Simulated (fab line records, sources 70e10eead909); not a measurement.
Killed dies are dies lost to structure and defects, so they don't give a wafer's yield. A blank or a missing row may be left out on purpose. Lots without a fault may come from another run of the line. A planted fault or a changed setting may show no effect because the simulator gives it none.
fab line records | flow nand_harc
record lots=13 wafers=39 last_day=34
route steps=1302 shown A_CONTACT@1078 END@1302
lots that met no fault: from a run of the same line without faults
start_h: hours from the record's first day to the start of the lot's first wafer shown | wait_h: hours since the lot's step before | " the same as in the row above | L1.1+2: a row that stands for several wafers | - no value, or no start given | * or withheld: withheld | < > ~ a bound
route shown NAME@n: a module of which the file shows steps, and the number in the route of the first | usual: mean/standard deviation of fault-free wafers | same: alike in all rows | chamber/n: place in a boat | sites: the reading at each site | _std_site: their standard deviation | _edge_site: outer sites' mean less inner sites' | radius_mm: how far each site lies from the wafer's centre | mask NAME#n: copy n | behind: the tool/chamber that last shaped the wafer | hold: why the lot was held/for how many hours/how that ended | device: the transistor (n, p or np) that didn't switch | end of line: the same wafers' tests at the end of the route | a step without rows: its recipe alone | killed: dies lost to structure and defects at the first sort, not the wafer's yield | map: a wafer's dies, x killed, . not, _ none there
set.NAME: the setting as run; set.NAME@STEP: as run at that earlier step | model.NAME: the simulator's own value behind a step, which no gauge read
steps of the route over a sample of lots; a table a step, a row a wafer
services: from which hour (start_h, from the record's first day; less than 0 if before it) a tool's chamber was out of use, for how many hours, and why
## steps
# step NHARC_A_CONTACT_CD_MEAS_08
# recipe target_cd_nm=200 landing_energy_ev=500
# usual cd_nm=200.0/0.39
# columns lot.wafer tool chamber start_h wait_h cd_nm
L708.1 cd_sem-01 0 520.83 - 199.7
L708.2 " 0 " " 199.7
L708.4 " 0 " " 199.8
L707.3 cd_sem-02 0 523.73 - 200.6
L707.4 " 0 " " 200.0
L707.6 " 0 " " 199.9
L709.1 cd_sem-02 0 532.88 - 200.4
L709.4 " 0 " " 200.0
L709.6 " 0 " " 200.3
L711.2 cd_sem-02 0 553.17 - 199.9
L711.3 " 0 " " 199.7
L711.4 " 0 " " 200.1
L716.1 cd_sem-01 0 617.24 - 200.2
L716.2 " 0 " " 199.4
L716.6 " 0 " " 200.0
L717.1 cd_sem-01 0 622.13 - 199.5
L717.3 " 0 " " 200.3
L717.6 " 0 " " 200.5
L721.2 cd_sem-02 0 654.27 - 200.5
L721.4 " 0 " " 200.6
L721.5 " 0 " " 200.5
L722.2 cd_sem-03 0 656.24 - 200.2
L722.3 " 0 " " 199.2
L722.4 " 0 " " 199.9
L723.2 cd_sem-02 0 691.17 - 199.2
L723.3 " 0 " " 199.7
L723.4 " 0 " " 199.8
L724.2 cd_sem-02 0 696.17 - 199.9
L724.4 " 0 " " 200.1
L724.5 " 0 " " 199.6
L727.1 cd_sem-03 0 730.46 - 199.9
L727.2 " 0 " " 200.1
L727.4 " 0 " " 199.8
L729.2 cd_sem-01 0 751.52 - 199.6
L729.5 " 0 " " 199.4
L729.6 " 0 " " 199.4
L730.1 cd_sem-01 0 753.08 - 200.2
L730.4 " 0 " " 200.7
L730.5 " 0 " " 200.2
# step NHARC_A_CONTACT_ETCH_135
# recipe source_w=withheld pressure_mtorr=20 bias_v=1200 time_s=311 target_depth_a=19120 ar_flow_sccm=withheld c4f8_flow_sccm=withheld o2_flow_sccm=withheld chemistry=C4F8/O2/Ar
# usual chamber_pressure_mTorr=20.002/0.018 oes_air_line_au=1.003/0.021 time_s=311/0
# columns lot.wafer tool chamber start_h wait_h chamber_pressure_mTorr oes_air_line_au rf_hours_counter_h time_s
L708.2 har_cap_etch-01 0 522.34 0.2 20.030 0.993 2 311
L708.1 " 1 " " 19.979 0.997 2 311
L708.4 " 1 " " 19.979 0.983 - 311
L707.3 har_cap_etch-02 0 525.33 0.2 20.013 1.024 - 311
L707.4 " 1 " " 19.990 1.044 - 311
L707.6 " 0 " " 20.010 1.007 - 311
L709.1 har_cap_etch-01 0 535.08 0.2 20.002 0.996 5 311
L709.4 " 0 " " 20.001 1.025 - 311
L709.6 " 1 " " 20.021 1.011 - 311
L711.2 har_cap_etch-01 0 554.68 0.2 19.982 1.012 8 311
L711.3 " 0 " " 20.016 0.971 - 311
L711.4 " 1 " " 19.990 1.042 - 311
L716.2 har_cap_etch-02 1 618.75 0.2 - - - -
L716.1 " 0 " " - - - -
L716.6 " 1 " " - - - -
L717.1 har_cap_etch-01 0 623.70 0.2 - - - -
L717.3 " 0 " " - - - -
L717.6 " 1 " " - - - -
L721.2 har_cap_etch-03 0 655.82 0.2 20.024 1.025 66 311
L721.4 " 1 " " 20.024 0.988 - 311
L721.5 " 1 " " 19.971 0.972 - 311
L722.2 har_cap_etch-01 0 657.75 0.2 20.000 0.997 24 311
L722.3 " 0 " " 20.012 0.998 - 311
L722.4 " 1 " " 20.000 1.036 - 311
L723.2 har_cap_etch-03 1 692.69 0.2 20.020 0.951 71 311
L723.4 " 1 " " 19.984 1.010 - 311
L723.3 " 0 " " 19.989 1.021 - 311
L724.2 har_cap_etch-01 0 697.67 0.2 20.003 0.997 30 311
L724.4 " 0 " " 20.005 0.997 - 311
L724.5 " 1 " " 19.976 1.004 - 311
L727.2 har_cap_etch-02 0 731.97 0.2 19.993 0.988 128 311
L727.1 " 1 " " 19.981 0.993 128 311
L727.4 " 1 " " 19.976 1.029 - 311
L729.2 har_cap_etch-02 1 753.09 0.2 20.027 1.017 131 311
L729.6 " 0 " " 20.006 0.981 - 311
L729.5 " 1 " " 19.956 1.037 - 311
L730.1 har_cap_etch-03 0 754.61 0.2 19.991 1.002 83 311
L730.4 " 0 " " 20.005 0.987 - 311
L730.5 " 1 " " 19.994 1.001 - 311
# step NHARC_A_CONTACT_ETCH_136
# recipe source_w=withheld pressure_mtorr=20 bias_v=1200 time_s=311 target_depth_a=19120 ar_flow_sccm=withheld c4f8_flow_sccm=withheld o2_flow_sccm=withheld chemistry=C4F8/O2/Ar
# usual chamber_pressure_mTorr=20.000/0.02 oes_air_line_au=1.001/0.02
# same time_s=311
# columns lot.wafer tool chamber start_h wait_h chamber_pressure_mTorr oes_air_line_au rf_hours_counter_h
L708.2 har_cap_etch-01 0 522.62 0.2 20.002 0.997 2
L708.1 " 1 " " 19.993 0.986 2
L708.4 " 1 " " 19.993 0.974 -
L707.3 har_cap_etch-02 0 525.60 0.2 19.982 0.986 -
L707.4 " 1 " " 19.980 0.983 -
L707.6 " 0 " " 19.998 0.996 -
L709.1 har_cap_etch-01 0 535.35 0.2 19.999 1.033 5
L709.4 " 0 " " 19.993 1.016 -
L709.6 " 1 " " 20.000 1.006 -
L711.2 har_cap_etch-01 0 554.95 0.2 20.003 0.974 8
L711.3 " 0 " " 19.999 0.956 -
L711.4 " 1 " " 19.984 0.990 -
L716.2 har_cap_etch-02 1 619.03 0.2 19.995 1.007 108
L716.1 " 0 " " 19.951 0.990 108
L716.6 " 1 " " 20.013 1.009 -
L717.1 har_cap_etch-01 0 623.98 0.2 20.004 1.007 18
L717.3 " 0 " " 20.013 1.031 -
L717.6 " 1 " " 20.031 1.004 -
L721.2 har_cap_etch-03 0 656.10 0.2 20.013 1.033 67
L721.4 " 1 " " 19.962 0.988 -
L721.5 " 1 " " 19.981 0.983 -
L722.2 har_cap_etch-01 0 658.02 0.2 19.949 0.989 25
L722.3 " 0 " " 20.009 0.984 -
L722.4 " 1 " " 19.996 0.995 -
L723.2 har_cap_etch-03 1 692.96 0.2 20.002 1.018 72
L723.4 " 1 " " 19.975 1.001 -
L723.3 " 0 " " 20.010 1.038 -
L724.2 har_cap_etch-01 0 697.94 0.2 19.998 0.978 30
L724.4 " 0 " " 19.988 0.975 -
L724.5 " 1 " " 20.012 0.976 -
L727.2 har_cap_etch-02 0 732.24 0.2 20.029 0.993 129
L727.1 " 1 " " 20.000 1.011 129
L727.4 " 1 " " 19.999 1.027 -
L729.2 har_cap_etch-02 1 753.36 0.2 20.030 0.978 132
L729.6 " 0 " " 20.024 0.990 -
L729.5 " 1 " " 19.995 0.999 -
L730.1 har_cap_etch-03 0 754.88 0.2 19.981 1.018 83
L730.4 " 0 " " 20.054 1.021 -
L730.5 " 1 " " 19.993 1.010 -
# step NHARC_A_CONTACT_ETCH_139
# recipe source_w=withheld pressure_mtorr=20 bias_v=400 time_s=195 target_depth_a=8400 ar_flow_sccm=withheld c4f8_flow_sccm=11.5 o2_flow_sccm=7.2 chemistry=C4F8/O2/Ar
# usual chamber_pressure_mTorr=20.000/0.018 oes_air_line_au=1.003/0.018
# same time_s=195
# columns lot.wafer tool chamber start_h wait_h chamber_pressure_mTorr oes_air_line_au rf_hours_counter_h
L708.2 har_cap_etch-01 0 523.43 0.2 20.000 1.031 3
L708.1 " 1 " " 19.972 1.005 3
L708.4 " 1 " " 20.015 0.993 -
L707.3 har_cap_etch-02 0 526.41 0.2 19.982 1.009 -
L707.4 " 1 " " 20.032 1.011 -
L707.6 " 0 " " 19.984 1.006 -
L709.1 har_cap_etch-01 0 536.17 0.2 19.992 1.028 6
L709.4 " 0 " " 19.993 1.024 -
L709.6 " 1 " " 20.016 1.000 -
L711.2 har_cap_etch-01 0 555.76 0.2 20.008 0.991 9
L711.3 " 0 " " 19.987 1.007 -
L711.4 " 1 " " 19.991 0.978 -
L716.2 har_cap_etch-02 1 619.85 0.2 19.998 1.000 109
L716.1 " 0 " " 19.971 1.017 109
L716.6 " 1 " " 19.988 0.999 -
L717.1 har_cap_etch-01 0 624.79 0.2 20.006 0.987 19
L717.3 " 0 " " 19.973 0.988 -
L717.6 " 1 " " 19.984 0.973 -
L721.2 har_cap_etch-03 0 656.92 0.2 19.992 1.013 67
L721.4 " 1 " " 19.999 1.008 -
L721.5 " 1 " " 19.981 1.015 -
L722.2 har_cap_etch-01 0 658.84 0.2 20.014 1.000 25
L722.3 " 0 " " 20.022 1.017 -
L722.4 " 1 " " 19.973 1.011 -
L723.2 har_cap_etch-03 1 693.77 0.2 19.993 0.999 72
L723.4 " 1 " " 19.989 0.977 -
L723.3 " 0 " " 19.986 0.966 -
L724.2 har_cap_etch-01 0 698.76 0.2 19.994 1.010 31
L724.4 " 0 " " 20.002 1.028 -
L724.5 " 1 " " 20.000 0.995 -
L727.2 har_cap_etch-02 0 733.06 0.2 19.967 1.013 129
L727.1 " 1 " " 19.976 1.011 129
L727.4 " 1 " " 20.013 0.987 -
L729.2 har_cap_etch-02 1 754.16 0.2 20.004 1.014 132
L729.6 " 0 " " 19.977 0.993 -
L729.5 " 1 " " 20.016 1.010 -
L730.1 har_cap_etch-03 0 755.70 0.2 20.003 0.988 84
L730.4 " 0 " " 20.047 0.974 -
L730.5 " 1 " " 19.994 0.998 -
# step NHARC_END_SORT_01
# recipe temp_c=25
# usual killed_at_array=53/21 killed_at_other=1.0/1.3 killed_at_periphery=3.8/2.4 killed_dies=58/21 killed_open=3.4/1.9 killed_short=2.4/1.5
# same gross_dies=677
# columns lot.wafer tool chamber start_h wait_h hold killed_at_array killed_at_other killed_at_periphery killed_dies killed_open killed_short
L708.1 prober-01 0 570.54 2.5 - 55 1 6 62 4 0
L708.2 prober-01 0 571.35 2.8 - 37 1 2 40 1 2
L708.4 prober-01 0 572.95 3.4 - 34 3 3 40 4 4
L709.1 prober-01 0 582.82 2.5 - 77 0 3 80 3 2
L709.4 prober-01 0 585.19 3.4 - 64 1 8 73 5 4
L709.6 prober-01 0 586.78 4.0 - 72 0 5 77 3 2
L707.3 prober-02 0 584.43 3.1 - 70 2 3 75 7 1
L707.4 prober-02 0 585.23 3.4 - 77 4 3 84 4 2
L707.6 prober-02 0 586.83 4.0 - 58 2 0 60 5 2
L711.2 prober-02 0 603.27 2.8 - 70 1 1 72 4 5
L711.3 prober-02 0 604.07 3.1 - 70 1 4 75 9 1
L711.4 prober-02 0 604.87 3.4 - 72 1 4 77 10 2
L716.1 prober-01 0 671.51 2.5 await_dispo/3.6h/scrap 670 4 3 677 4 1
L716.2 prober-01 0 672.30 2.8 await_dispo/3.6h/scrap 671 1 5 677 5 2
L716.6 prober-01 0 675.46 4.0 await_dispo/3.6h/scrap 672 2 3 677 5 7
L717.1 prober-02 0 677.03 2.5 await_dispo/2.6h/scrap 674 1 2 677 2 3
L717.3 prober-02 0 678.64 3.1 await_dispo/2.6h/scrap 676 1 0 677 3 4
L717.6 prober-02 0 681.05 4.0 await_dispo/2.6h/scrap 672 2 3 677 1 3
L721.2 prober-02 0 712.35 2.8 - 68 0 0 68 2 2
L721.4 prober-02 0 713.94 3.4 - 74 0 4 78 4 3
L721.5 prober-02 0 714.74 3.7 - 61 0 4 65 3 2
L722.2 prober-01 0 720.07 2.8 - 25 0 3 28 1 2
L722.3 prober-01 0 720.88 3.1 - 24 0 4 28 3 3
L722.4 prober-01 0 721.69 3.4 - 25 1 3 29 4 3
L723.2 prober-02 0 743.50 2.8 - 73 1 4 78 3 5
L723.3 prober-02 0 744.32 3.1 - 106 0 4 110 4 2
L723.4 prober-02 0 745.13 3.4 - 72 0 4 76 4 0
L724.2 prober-01 0 743.51 2.8 - 26 3 3 32 2 3
L724.4 prober-01 0 745.10 3.4 - 34 1 3 38 2 3
L724.5 prober-01 0 745.90 3.7 - 58 3 3 64 2 3
L727.1 prober-01 0 783.69 2.5 - 52 1 16 69 4 2
L727.2 prober-01 0 784.48 2.8 - 73 2 11 86 3 5
L727.4 prober-01 0 786.06 3.4 - 62 3 6 71 3 2
L730.1 prober-01 0 805.04 2.6 - 54 0 4 58 6 3
L730.4 prober-01 0 807.46 3.4 - 64 0 7 71 7 2
L730.5 prober-01 0 808.27 3.7 - 59 1 2 62 2 2
L729.2 prober-02 0 805.76 2.8 - 29 0 2 31 2 1
L729.5 prober-02 0 808.12 3.7 - 33 1 3 37 4 3
L729.6 prober-02 0 808.91 3.9 - 28 2 4 34 3 2
# killed by level:class
L708.1 A_CHANNEL_HOLE_D1:chamber_film_flake=34 A_CONTACT:chamber_film_flake=5 A_CHANNEL_HOLE_D2:chamber_film_flake=4 P_GATE:chamber_film_flake=3 A_STAIRCASE:chamber_film_flake=3 P_M0:geometric_particle:open=2 A_CONTACT:unspecified=2 A_BLC:chamber_film_flake=2
L708.2 A_CHANNEL_HOLE_D1:chamber_film_flake=11 A_CHANNEL_HOLE_D2:chamber_film_flake=6 A_CONTACT:chamber_film_flake=6 A_STAIRCASE:chamber_film_flake=5 P_GATE:chamber_film_flake=2 A_CONTACT:unspecified=2 A_ONON_D1:geometric_particle:short=1 A_WL_FILL:geometric_particle:short=1
L708.4 A_CHANNEL_HOLE_D1:chamber_film_flake=10 A_CHANNEL_HOLE_D2:chamber_film_flake=7 A_STAIRCASE:chamber_film_flake=4 A_ZERO_WELL:chamber_film_flake=3 A_DECK1_JOINT:geometric_particle:short=2 P_GATE:chamber_film_flake=2 A_CONTACT:chamber_film_flake=2 THIN_TSV:chamber_film_flake=2
L709.1 A_CHANNEL_HOLE_D2:chamber_film_flake=44 A_SLIT:chamber_film_flake=19 A_STAIRCASE:chamber_film_flake=5 A_CHANNEL_HOLE_D1:chamber_film_flake=2 A_CONTACT:chamber_film_flake=2 P_CONTACT:geometric_particle:short=1 A_ONON_D1:geometric_particle:short=1 A_ONON_D1:geometric_particle:open=1
L707.3 A_CHANNEL_HOLE_D2:chamber_film_flake=36 A_SLIT:chamber_film_flake=17 A_CONTACT:chamber_film_flake=5 A_CHANNEL_HOLE_D1:chamber_film_flake=3 P_CONTACT:geometric_particle:open=2 A_WL_FILL:geometric_particle:open=2 A_CHANNEL_FILL_D2:geometric_particle:open=1 A_WL_FILL:geometric_particle:short=1
L709.4 A_CHANNEL_HOLE_D2:chamber_film_flake=34 A_SLIT:chamber_film_flake=15 P_ZERO_WELL:chamber_film_flake=3 P_GATE:chamber_film_flake=3 A_STAIRCASE:chamber_film_flake=3 A_CHANNEL_HOLE_D1:chamber_film_flake=2 A_CONTACT:chamber_film_flake=2 P_M0:geometric_particle:open=1
L707.4 A_CHANNEL_HOLE_D2:chamber_film_flake=36 A_SLIT:chamber_film_flake=18 A_CONTACT:chamber_film_flake=7 A_ZERO_WELL:chamber_film_flake=4 THIN_TSV:chamber_film_flake=3 A_DECK1_JOINT:chamber_film_flake=2 A_ONON_D2:geometric_particle:open=1 A_CHANNEL_HOLE_D2:geometric_particle:open=1
L709.6 A_CHANNEL_HOLE_D2:chamber_film_flake=34 A_SLIT:chamber_film_flake=21 A_STAIRCASE:chamber_film_flake=5 A_CONTACT:chamber_film_flake=5 P_GATE:chamber_film_flake=2 P_CONTACT:geometric_particle:open=1 P_M0:geometric_particle:open=1 A_CHANNEL_FILL_D1:geometric_particle:short=1
L707.6 A_CHANNEL_HOLE_D2:chamber_film_flake=29 A_SLIT:chamber_film_flake=13 A_CONTACT:chamber_film_flake=6 A_ONON_D1:geometric_particle:short=2 A_CHANNEL_FILL_D2:geometric_particle:open=2 A_STAIRCASE:chamber_film_flake=2 THIN_TSV:chamber_film_flake=2 A_ONON_D1:geometric_particle:open=1
L711.2 A_CHANNEL_HOLE_D2:chamber_film_flake=32 A_SLIT:chamber_film_flake=20 A_CONTACT:chamber_film_flake=7 A_ONON_D1:geometric_particle:short=3 A_CHANNEL_HOLE_D1:chamber_film_flake=2 A_ONON_D1:geometric_particle:open=1 A_ONON_D2:geometric_particle:open=1 A_CHANNEL_HOLE_D2:geometric_particle:short=1
L711.3 A_CHANNEL_HOLE_D2:chamber_film_flake=32 A_SLIT:chamber_film_flake=16 A_CONTACT:chamber_film_flake=9 A_CHANNEL_HOLE_D1:chamber_film_flake=4 A_ONON_D1:geometric_particle:open=2 P_GATE:geometric_particle:short=1 P_GATE:geometric_particle:open=1 P_M0:geometric_particle:open=1
L711.4 A_CHANNEL_HOLE_D2:chamber_film_flake=29 A_SLIT:chamber_film_flake=18 A_CONTACT:chamber_film_flake=11 A_CHANNEL_HOLE_D1:chamber_film_flake=3 A_CHANNEL_FILL_D2:geometric_particle:open=2 A_WL_FILL:geometric_particle:open=2 P_CONTACT:geometric_particle:short=1 P_M1:geometric_particle:open=1
L716.1 A_CONTACT:area_etch=619 A_SLIT:chamber_film_flake=20 A_CHANNEL_HOLE_D2:chamber_film_flake=14 A_M1:chamber_film_flake=4 A_CHANNEL_HOLE_D1:chamber_film_flake=4 A_CONTACT:chamber_film_flake=4 THIN_TSV:chamber_film_flake=4 P_M0:geometric_particle:open=2
L716.2 A_CONTACT:area_etch=622 A_SLIT:chamber_film_flake=18 A_CHANNEL_HOLE_D2:chamber_film_flake=14 A_CONTACT:chamber_film_flake=5 A_CHANNEL_HOLE_D1:chamber_film_flake=3 A_STAIRCASE:chamber_film_flake=3 A_M1:chamber_film_flake=2 P_CONTACT:geometric_particle:open=1
L716.6 A_CONTACT:area_etch=621 A_SLIT:chamber_film_flake=16 A_CHANNEL_HOLE_D2:chamber_film_flake=14 A_CONTACT:chamber_film_flake=4 A_M1:chamber_film_flake=3 A_WL_FILL:geometric_particle:short=2 A_WL_FILL:geometric_particle:open=2 A_CHANNEL_HOLE_D1:chamber_film_flake=2
L717.1 A_CONTACT:area_etch=627 A_SLIT:chamber_film_flake=18 A_CHANNEL_HOLE_D1:chamber_film_flake=16 A_WL_FILL:chamber_film_flake=2 A_M1:chamber_film_flake=2 P_CONTACT:geometric_particle:open=1 A_ONON_D1:geometric_particle:short=1 A_DECK1_JOINT:geometric_particle:short=1
L717.3 A_CONTACT:area_etch=620 A_SLIT:chamber_film_flake=23 A_CHANNEL_HOLE_D1:chamber_film_flake=16 A_CONTACT:chamber_film_flake=6 A_ONON_D1:geometric_particle:short=1 A_CHANNEL_FILL_D1:geometric_particle:short=1 A_ONON_D2:geometric_particle:open=1 A_SGD_CUT:geometric_particle:open=1
L717.6 A_CONTACT:area_etch=598 A_CHANNEL_HOLE_D1:chamber_film_flake=36 A_SLIT:chamber_film_flake=24 A_CONTACT:chamber_film_flake=5 A_M0:geometric_particle:short=2 A_DECK1_JOINT:chamber_film_flake=2 A_STAIRCASE:chamber_film_flake=2 A_SGD_CUT:chamber_film_flake=2
L721.2 A_CHANNEL_HOLE_D1:chamber_film_flake=31 A_SLIT:chamber_film_flake=14 A_CHANNEL_HOLE_D2:chamber_film_flake=10 A_BONDPAD:chamber_film_flake=5 A_CONTACT:chamber_film_flake=3 A_ONON_D1:geometric_particle:short=1 A_ONON_D1:geometric_particle:open=1 A_CHANNEL_FILL_D1:geometric_particle:short=1
L721.4 A_CHANNEL_HOLE_D1:chamber_film_flake=28 A_SLIT:chamber_film_flake=19 A_CHANNEL_HOLE_D2:chamber_film_flake=16 A_CHANNEL_FILL_D1:geometric_particle:open=2 A_CONTACT:chamber_film_flake=2 A_BONDPAD:chamber_film_flake=2 P_M1:geometric_particle:open=1 A_DECK1_JOINT:geometric_particle:short=1
L721.5 A_CHANNEL_HOLE_D1:chamber_film_flake=31 A_SLIT:chamber_film_flake=16 A_CHANNEL_HOLE_D2:chamber_film_flake=7 A_CONTACT:chamber_film_flake=4 P_CONTACT:geometric_particle:open=2 P_CONTACT:geometric_particle:short=1 A_CHANNEL_HOLE_D1:geometric_particle:short=1 A_CHANNEL_FILL_D1:geometric_particle:open=1
L722.2 A_CHANNEL_HOLE_D1:chamber_film_flake=11 A_CONTACT:chamber_film_flake=4 A_SLIT:chamber_film_flake=3 A_STAIRCASE:chamber_film_flake=2 P_M0:geometric_particle:open=1 A_CHANNEL_HOLE_D2:geometric_particle:short=1 A_WL_FILL:geometric_particle:short=1 P_ZERO_WELL:chamber_film_flake=1
L722.3 A_CHANNEL_HOLE_D1:chamber_film_flake=8 A_SLIT:chamber_film_flake=4 P_BONDPAD:chamber_film_flake=2 A_STAIRCASE:chamber_film_flake=2 P_CONTACT:geometric_particle:short=1 P_M1:geometric_particle:open=1 A_SOURCE_PLATE:geometric_particle:short=1 A_SOURCE_PLATE:geometric_particle:open=1
L722.4 A_CHANNEL_HOLE_D1:chamber_film_flake=10 A_ZERO_WELL:chamber_film_flake=2 A_CHANNEL_FILL_D1:chamber_film_flake=2 A_SLIT:chamber_film_flake=2 A_CONTACT:chamber_film_flake=2 P_CONTACT:geometric_particle:open=1 P_M1:geometric_particle:open=1 A_SOURCE_PLATE:geometric_particle:short=1
L723.2 A_SLIT:chamber_film_flake=21 A_CHANNEL_HOLE_D2:chamber_film_flake=17 A_CHANNEL_HOLE_D1:chamber_film_flake=13 A_CONTACT:chamber_film_flake=8 A_CHANNEL_FILL_D2:chamber_film_flake=5 A_WL_FILL:geometric_particle:short=2 P_ZERO_WELL:chamber_film_flake=2 A_WL_FILL:chamber_film_flake=2
L724.2 A_CHANNEL_HOLE_D1:chamber_film_flake=15 P_GATE:chamber_film_flake=3 A_SLIT:chamber_film_flake=3 THIN_TSV:chamber_film_flake=3 A_STAIRCASE:chamber_film_flake=2 A_CHANNEL_HOLE_D1:geometric_particle:short=1 A_WL_FILL:geometric_particle:short=1 A_CONTACT:geometric_particle:open=1
L723.3 A_CHANNEL_HOLE_D1:chamber_film_flake=40 A_SLIT:chamber_film_flake=18 A_CONTACT:chamber_film_flake=16 A_CHANNEL_HOLE_D2:chamber_film_flake=15 A_CHANNEL_FILL_D2:chamber_film_flake=5 A_STAIRCASE:chamber_film_flake=5 P_STI:chamber_film_flake=2 A_CHANNEL_FILL_D1:chamber_film_flake=2
L724.4 A_CHANNEL_HOLE_D1:chamber_film_flake=17 A_SLIT:chamber_film_flake=7 A_CHANNEL_FILL_D2:chamber_film_flake=3 P_GATE:chamber_film_flake=2 P_CONTACT:geometric_particle:short=1 A_ONON_D1:geometric_particle:short=1 A_CHANNEL_FILL_D1:geometric_particle:short=1 A_CONTACT:geometric_particle:open=1
L723.4 A_SLIT:chamber_film_flake=20 A_CHANNEL_HOLE_D1:chamber_film_flake=16 A_CHANNEL_HOLE_D2:chamber_film_flake=15 A_CONTACT:chamber_film_flake=9 A_CHANNEL_FILL_D1:chamber_film_flake=3 A_CHANNEL_FILL_D2:chamber_film_flake=3 P_M2:geometric_particle:open=1 A_ONON_D1:geometric_particle:open=1
L724.5 A_CHANNEL_HOLE_D1:chamber_film_flake=40 A_STAIRCASE:chamber_film_flake=3 A_SLIT:chamber_film_flake=3 A_WL_FILL:chamber_film_flake=3 THIN_TSV:chamber_film_flake=3 P_GATE:chamber_film_flake=2 A_CHANNEL_FILL_D2:chamber_film_flake=2 P_M1:geometric_particle:short=1
L727.1 A_CHANNEL_HOLE_D2:chamber_film_flake=19 A_SLIT:chamber_film_flake=10 P_CONTACT:chamber_film_flake=7 A_CONTACT:chamber_film_flake=7 A_CHANNEL_HOLE_D1:chamber_film_flake=6 P_GATE:chamber_film_flake=5 P_ZERO_WELL:chamber_film_flake=2 A_CHANNEL_FILL_D1:chamber_film_flake=2
L727.2 A_CHANNEL_HOLE_D2:chamber_film_flake=20 A_STAIRCASE:chamber_film_flake=14 A_CONTACT:chamber_film_flake=12 A_SLIT:chamber_film_flake=9 A_CHANNEL_HOLE_D1:chamber_film_flake=8 P_CONTACT:chamber_film_flake=6 A_SOURCE_PLATE:geometric_particle:short=2 A_CHANNEL_FILL_D1:chamber_film_flake=2
L727.4 A_CHANNEL_HOLE_D2:chamber_film_flake=19 A_CHANNEL_HOLE_D1:chamber_film_flake=15 A_CONTACT:chamber_film_flake=7 A_STAIRCASE:chamber_film_flake=7 A_SLIT:chamber_film_flake=4 P_CONTACT:chamber_film_flake=3 THIN_TSV:chamber_film_flake=3 A_DECK1_JOINT:chamber_film_flake=2
L730.1 A_CHANNEL_HOLE_D2:chamber_film_flake=19 A_SLIT:chamber_film_flake=12 A_CONTACT:chamber_film_flake=8 A_CHANNEL_HOLE_D1:chamber_film_flake=6 P_M1:chamber_film_flake=3 P_M0:geometric_particle:open=1 A_ONON_D1:geometric_particle:open=1 A_CHANNEL_FILL_D1:geometric_particle:short=1
L729.2 A_SLIT:chamber_film_flake=12 A_STAIRCASE:chamber_film_flake=5 A_CONTACT:chamber_film_flake=5 A_CHANNEL_FILL_D1:chamber_film_flake=2 A_WL_FILL:chamber_film_flake=2 P_M0:geometric_particle:open=1 A_SOURCE_PLATE:geometric_particle:open=1 A_ONON_D1:geometric_particle:short=1
L730.4 A_SLIT:chamber_film_flake=20 A_CHANNEL_HOLE_D2:chamber_film_flake=19 A_CHANNEL_HOLE_D1:chamber_film_flake=8 A_CONTACT:chamber_film_flake=6 P_M1:chamber_film_flake=4 A_CHANNEL_FILL_D2:geometric_particle:short=2 A_DECK1_JOINT:chamber_film_flake=2 P_CONTACT:geometric_particle:open=1
L729.5 A_CONTACT:chamber_film_flake=11 A_SLIT:chamber_film_flake=10 A_ONON_D2:geometric_particle:open=2 A_WL_FILL:chamber_film_flake=2 P_M1:geometric_particle:open=1 A_CHANNEL_FILL_D1:geometric_particle:short=1 A_ONON_D2:geometric_particle:short=1 A_WL_FILL:geometric_particle:open=1
L730.5 A_SLIT:chamber_film_flake=23 A_CHANNEL_HOLE_D2:chamber_film_flake=21 A_CHANNEL_HOLE_D1:chamber_film_flake=6 A_CONTACT:chamber_film_flake=5 P_M0:geometric_particle:open=1 A_CHANNEL_FILL_D2:geometric_particle:short=1 A_WL_FILL:geometric_particle:short=1 A_M0:geometric_particle:open=1
L729.6 A_SLIT:chamber_film_flake=11 A_CONTACT:chamber_film_flake=8 A_CHANNEL_FILL_D1:chamber_film_flake=3 P_M1:chamber_film_flake=2 P_M0:geometric_particle:open=1 A_CHANNEL_FILL_D2:geometric_particle:short=1 A_SGD_CUT:geometric_particle:short=1 A_SGD_CUT:geometric_particle:open=1
## services
# columns tool chamber start_h hours kind
har_cap_etch-01 0 514.24 - clean
har_cap_etch-01 1 514.24 - clean
har_cap_etch-02 - 751.99 0.6 repair
har_cap_etch-02 - 754.39 17.0 pm
har_cap_etch-02 0 754.39 17.0 vent_cycle
har_cap_etch-02 1 754.39 17.0 vent_cycle
## key
first_sign step=NHARC_A_CONTACT_ETCH_135 reading=tool_record direction=missing
effect step=NHARC_END_SORT_01 reading=killed_dies direction=up sigmas=30 usual=58 struck=677
more_kills_born_at NHARC_A_CONTACT_ETCH_135@har_cap_etch-02=1862 NHARC_A_CONTACT_ETCH_135@har_cap_etch-01=1845
met_at NHARC_A_CONTACT_ETCH_135
struck_lots L716,L717
later_rows_left_out L716.1,L716.2,L716.6,L717.1,L717.3,L717.6
tester_left_out L716,L717
not_acting_at NHARC_A_CONTACT_CD_MEAS_08,NHARC_A_CONTACT_ETCH_136,NHARC_A_CONTACT_ETCH_139
onset_between 554.68 618.75
fault kind=skipped_step_whole tool=har_cap_etch-01,har_cap_etch-02 chamber=- onset_h=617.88 steps=NHARC_A_CONTACT_ETCH_135 scope=struck_lots_only
# tester_left_out: of these lots the tester's yield and bins aren't shown, on N5 and GAA mostly nor the transistor test; their killed dies are dies lost to structure and defects alone, not to doping, threshold or leakage, so they don't give the yield
# later_rows_left_out: the simulator's readings of these wafers behind a module that went badly wrong aren't trusted and aren't shown, but for the sort
